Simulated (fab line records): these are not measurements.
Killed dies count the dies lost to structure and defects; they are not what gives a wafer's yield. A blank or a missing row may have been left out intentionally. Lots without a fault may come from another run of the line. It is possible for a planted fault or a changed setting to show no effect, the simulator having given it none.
A single fault, viewed from 3 desks ; flow n5Finfet ; each desk holds nothing but its own numbers, with what lay behind them at the end

== AT THE TOOL OWNER'S DESK: cmp-02 ==
The tool's own readings at N5_BEOL_M12_CMP_49 (polishes, stops on SiOC, t overpolish 20.6 s, target thk 320 nm): means of the sampled wafers that have a number, for each lot that ran on this tool. A lot is out of limits, marked OUT, if its mean lies more than 4 standard deviations from the usual mean; the brackets give that distance.
Columns: A = barrierFieldEndpointS at N5_BEOL_M12_CMP_49, usual 30.4 s; B = motorCurrentA at N5_BEOL_M12_CMP_49, usual 6.0 A; C = overpolishRunS at N5_BEOL_M12_CMP_49, usual 20.601 s
lot;first seen here;A;B;C
L712;day 13 13:11;30.8;7.3;20.597
L716;day 15 01:19;46.5 (+23) OUT;6.7;12.236 (-99 or more) OUT
L721;day 15 23:07;41.0 (+15) OUT;7.0;15.254 (-99 or more) OUT
This desk's finding: out of limits on L716, L721; first on L716, day 15 01:19 (barrierFieldEndpointS at N5_BEOL_M12_CMP_49). L712 stayed within limits.

== THE DEFECT DESK ==
Counts from the inspections along the route, per lot, as means over the sampled wafers that have a number. A lot is out of limits, marked OUT, if its mean lies more than 4 standard deviations from the usual mean; the brackets give that distance.
Columns: A = rawDefectCount at N5_BEOL_M12_INSPECT_55, usual 72
lot;first seen here;A
L710;day 12 13:43;73
L712;day 13 13:39;65
L708;day 13 14:28;77
L716;day 15 01:44;2476 (+96) OUT
L721;day 15 23:35;1674 (+64) OUT
L725;day 16 19:40;87
L726;day 17 06:49;74
L727;day 17 13:17;45
L729;day 18 17:01;56
This desk's finding: out of limits on L716, L721; first on L716, day 15 01:44 (rawDefectCount at N5_BEOL_M12_INSPECT_55). L710, L712, L708, L725, L726, L727, L729 stayed within limits.

== AT THE METROLOGY DESK ==
Means of the sampled wafers that have a number, per lot and without regard to the tool the lot ran on: this is what the gauges read. A lot is out of limits, marked OUT, if its mean lies more than 4 standard deviations from the usual mean; the brackets give that distance. Shown are 7 of the 11 readings it has, namely the first that went out of limits plus those furthest out on some lot.
Columns: A = DIBL_P at N5_BEOL_M4_RC_MEAS_101, usual 36.4 mV/V; B = IOFF_N at N5_BEOL_M4_RC_MEAS_101, usual 0.16 nA/um; C = IOFF_P at N5_BEOL_M4_RC_MEAS_101, usual 0.22 nA/um; D = ION_P at N5_BEOL_M4_RC_MEAS_101, usual 463 uA/um; E = VT_N at N5_BEOL_M4_RC_MEAS_101, usual 250 mV; F = VT_P at N5_BEOL_M4_RC_MEAS_101, usual -250 mV; G = M12_THK at N5_BEOL_M12_THK_MEAS_50, usual 319 nm
lot;first seen here;A;B;C;D;E;F;G
L710;day 9 17:16;36.3;0.14;0.18;456;251;-254;324
L712;day 10 02:59;36.8;0.17;0.21;465;249;-249;323
L708;day 10 05:23;34.8;0.13;0.19;460;252;-253;319
L716;day 11 15:10;38.5;0.18;0.32;480;248;-242;452 (+24) OUT
L721;day 13 03:26;37.0;0.16;0.22;459;250;-249;406 (+16) OUT
L725;day 13 20:44;34.4;0.15;0.20;461;250;-248;318
L727;day 14 05:22;32.5;0.10;0.13;446;256;-258;319
L726;day 14 11:29;36.8;0.17;0.22;467;247;-249;315
L729;day 15 14:51;35.0;0.13;0.18;458;254;-252;324
Finding of this desk: L716, L721 out of limits, first seen on L716 at day 15 01:34 (M12_THK at N5_BEOL_M12_THK_MEAS_50). L710, L712, L708, L725, L727, L726, L729 stayed within limits.

== BROUGHT TOGETHER ==
The tool owner's desk could have raised an alarm at day 15 01:19, on L716, L721.
On L716, L721, the metrology desk was in a position to raise an alarm at day 15 01:34.
The defect desk could have raised an alarm at day 15 01:44, on L716, L721.
The lots listed all ran N5_BEOL_M12_CMP_49 on cmp-02.

== WHAT THE SIMULATOR PUT IN ==
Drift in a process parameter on cmp-02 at N5_BEOL_M12_CMP_49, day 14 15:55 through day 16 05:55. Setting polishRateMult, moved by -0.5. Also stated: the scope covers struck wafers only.
Lots struck among those shown: L716, L721.
Hours from the fault's start to each desk's first reading out of limits: the tool owner's desk, 9; the metrology desk, 10; the defect desk, 10.
